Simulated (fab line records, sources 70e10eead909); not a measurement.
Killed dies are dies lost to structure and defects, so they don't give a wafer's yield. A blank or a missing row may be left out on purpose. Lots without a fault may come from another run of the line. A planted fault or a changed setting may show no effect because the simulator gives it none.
fab line records | flow nand_harc
record lots=6 wafers=18 last_day=33
route steps=1302 shown A_STAIRCASE@886 A_SGD_CUT@890
lots that met no fault: from a run of the same line without faults
start_h: hours from the record's first day to the start of the lot's first wafer shown | wait_h: hours since the lot's step before | " the same as in the row above | L1.1+2: a row that stands for several wafers | - no value, or no start given | * or withheld: withheld | < > ~ a bound
route shown NAME@n: a module of which the file shows steps, and the number in the route of the first | usual: mean/standard deviation of fault-free wafers | same: alike in all rows | chamber/n: place in a boat | sites: the reading at each site | _std_site: their standard deviation | _edge_site: outer sites' mean less inner sites' | radius_mm: how far each site lies from the wafer's centre | mask NAME#n: copy n | behind: the tool/chamber that last shaped the wafer | hold: why the lot was held/for how many hours/how that ended | device: the transistor (n, p or np) that didn't switch | end of line: the same wafers' tests at the end of the route | a step without rows: its recipe alone | killed: dies lost to structure and defects at the first sort, not the wafer's yield | map: a wafer's dies, x killed, . not, _ none there
set.NAME: the setting as run; set.NAME@STEP: as run at that earlier step | model.NAME: the simulator's own value behind a step, which no gauge read
lots at some steps of the route; a table a step, a row a wafer
services: from which hour (start_h, from the record's first day; less than 0 if before it) a tool's chamber was out of use, for how many hours, and why
## steps
# step NHARC_A_STAIRCASE_CMP_472
# recipe material=SiO2
# usual motor_current_A=12.3/1.3
# columns lot.wafer tool chamber start_h wait_h motor_current_A
L545.4 cmp-02 0 492.56 0.2 10.9
L545.2 " 2 " " 11.1
L545.6 " 1 " " 13.2
L548.1 cmp-04 1 534.12 0.2 13.0
L548.3 " 3 " " 13.9
L548.6 " 2 " " 13.1
L549.2 cmp-04 1 546.69 0.3 13.1
L549.4 " 3 " " 14.3
L549.5 " 1 " " 12.4
L558.4 cmp-01 3 636.39 0.1 15.2
L558.1 " 0 " " 11.5
L558.5 " 0 " " 12.1
L559.2 cmp-04 1 636.64 0.3 12.4
L559.5 " 2 " " 12.8
L559.6 " 3 " " 12.9
L562.4 cmp-04 0 659.96 0.2 10.4
L562.3 " 1 " " 12.8
L562.6 " 2 " " 12.9
# step NHARC_A_STAIRCASE_SRD_474
# step NHARC_A_STAIRCASE_INSPECT_155
# usual raw_defect_count=393/120
# columns lot.wafer tool chamber start_h wait_h raw_defect_count
L545.2 defect_inspect-01 - 492.91 0.1 472
L545.4 " - " " 334
L545.6 " - " " 462
L548.1 defect_inspect-01 - 534.49 0.1 341
L548.3 " - " " 417
L548.6 " - " " 446
L549.2 defect_inspect-02 - 547.02 0.1 314
L549.4 " - " " 373
L549.5 " - " " 423
L558.1 defect_inspect-01 - 636.73 0.1 407
L558.4 " - " " 476
L558.5 " - " " 523
L559.2 defect_inspect-01 - 636.91 0.1 575
L559.5 " - " " 437
L559.6 " - " " 506
L562.3 defect_inspect-01 - 660.25 0.1 291
L562.4 " - " " 263
L562.6 " - " " 179
# step NHARC_A_SGD_CUT_DEP_00
# recipe target_thk_a=500 temp_c=400 target_thk_nm=50 flow_sccm=200 rf_w=450 material=SiNx
# usual heater_power_w=688/79 rf_fwd_power_W=448.1/1.5
# columns lot.wafer tool chamber start_h wait_h heater_power_w rf_fwd_power_W
L545.2 pecvd-04 0 493.03 0.1 691 449.6
L545.6 " 1 " " 751 450.0
L545.4 " 2 " " 595 449.1
L548.3 pecvd-03 2 534.56 0.1 745 446.2
L548.1 " 1 " " 774 450.6
L548.6 " 2 " " 778 446.6
L549.2 pecvd-04 2 547.14 0.1 597 447.0
L549.4 " 0 " " 700 448.2
L549.5 " 2 " " 622 448.3
L558.1 pecvd-03 0 636.86 0.1 475 450.3
L558.5 " 1 " " 748 449.3
L558.4 " 0 " " 475 450.0
L559.2 pecvd-01 0 637.00 0.1 756 447.5
L559.6 " 2 " " 631 448.1
L559.5 " 0 " " 764 447.5
L562.3 pecvd-04 1 660.37 0.1 617 448.4
L562.4 " 2 " " 583 445.2
L562.6 " 1 " " 613 447.7
# step NHARC_A_SGD_CUT_DEHYDRATE_01
# recipe temp_c=150 time_s=120
# step NHARC_A_SGD_CUT_HMDS_02
# recipe time_s=30
# step NHARC_A_SGD_CUT_COAT_56
# recipe temp_c=260 time_s=75
# step NHARC_A_SGD_CUT_COAT_57
# recipe temp_c=225 time_s=65
# step NHARC_A_SGD_CUT_COAT_03
# recipe spin_rpm=1500 resist_thk_nm=90
# step NHARC_A_SGD_CUT_SOFTBAKE_04
# recipe temp_c=105 time_s=55
# step NHARC_A_SGD_CUT_EBR_05
# step NHARC_A_SGD_CUT_EXPOSE_06
# recipe na=1.35 dose_mj=85.59 mask_id=SGD
# usual exposure_dose_mJ_cm2=85.46/0.14 focus_offset_nm=0.0/0.5 stage_vel_mm_s=500.07/0.23
# columns lot.wafer tool chamber start_h wait_h mask exposure_dose_mJ_cm2 focus_offset_nm stage_vel_mm_s
L545.2 arfi_scanner-03 0 493.56 - SGD#0 85.57 0.1 499.89
L545.4 " 0 " " SGD#0 85.46 0.6 499.99
L545.6 " 0 " " SGD#0 85.66 0.0 499.93
L548.1 arfi_scanner-03 - 535.14 - SGD#0 - - -
L548.3 " - " " SGD#0 - - -
L548.6 " - " " SGD#0 - - -
L549.2 arfi_scanner-02 - 547.67 - SGD#0 - - -
L549.4 " - " " SGD#0 - - -
L549.5 " - " " SGD#0 - - -
L558.1 arfi_scanner-01 0 637.38 - SGD#0 85.40 -0.4 499.96
L558.4 " 0 " " SGD#0 85.48 -0.8 499.92
L558.5 " 0 " " SGD#0 85.52 -0.2 499.82
L559.2 arfi_scanner-02 0 637.56 - SGD#0 85.21 0.4 500.03
L559.5 " 0 " " SGD#0 85.25 -0.7 499.90
L559.6 " 0 " " SGD#0 85.31 -0.4 500.36
L562.3 arfi_scanner-01 0 660.91 - SGD#0 85.50 0.4 499.87
L562.4 " 0 " " SGD#0 85.74 0.1 500.35
L562.6 " 0 " " SGD#0 85.69 0.4 500.35
# step NHARC_A_SGD_CUT_PEB_07
# recipe peb_temp_c=100 peb_time_s=65
## services
# columns tool chamber start_h hours kind
cmp-01 - 479.50 4.0 pm
cmp-02 - 482.28 1.7 repair
pecvd-03 - 486.06 0.6 repair
pecvd-01 - 492.21 13.0 pm
cmp-04 - 505.45 4.0 pm
arfi_scanner-02 - 508.45 4.0 pm
cmp-02 - 510.04 1.9 repair
cmp-04 - 515.74 2.9 repair
cmp-01 - 526.01 2.2 repair
cmp-02 - 537.81 4.0 pm
cmp-04 - 539.49 1.9 repair
arfi_scanner-03 - 540.00 4.0 pm
pecvd-03 - 543.57 1.9 repair
pecvd-03 - 547.05 13.0 pm
cmp-01 - 556.03 4.0 repair
cmp-02 - 563.69 1.4 repair
pecvd-04 2 583.04 2.5 repair
arfi_scanner-02 - 588.95 4.4 repair
arfi_scanner-03 - 589.72 0.4 repair
arfi_scanner-01 - 596.00 4.0 pm
cmp-04 - 603.45 4.0 pm
arfi_scanner-01 - 612.91 1.3 repair
arfi_scanner-02 - 625.76 2.3 repair
pecvd-04 - 631.01 13.0 pm
## key
first_sign step=NHARC_A_SGD_CUT_EXPOSE_06 reading=tool_record direction=missing
effect none on later readings
met_at NHARC_A_SGD_CUT_EXPOSE_06
struck_wafers L548.1,L548.3,L548.6,L549.2,L549.4,L549.5
later_rows_left_out L548.1,L548.3,L548.6,L549.2,L549.4,L549.5
sort_left_out L548.1,L548.3,L548.6,L549.2,L549.4,L549.5
tester_left_out L548,L549
onset_between 493.56 535.14
fault kind=skipped_step_whole tool=arfi_scanner-02,arfi_scanner-03 chamber=- onset_h=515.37 steps=NHARC_A_SGD_CUT_EXPOSE_06 scope=struck_lots_only
# tester_left_out: of these lots the tester's yield and bins aren't shown, on N5 and GAA mostly nor the transistor test; their killed dies are dies lost to structure and defects alone, not to doping, threshold or leakage, so they don't give the yield
# sort_left_out: the simulated sort isn't trusted on such a fault, so these wafers' sort isn't shown, and their yield isn't known
# later_rows_left_out: the simulator's readings of these wafers behind a module that went badly wrong aren't trusted and aren't shown, but for the sort
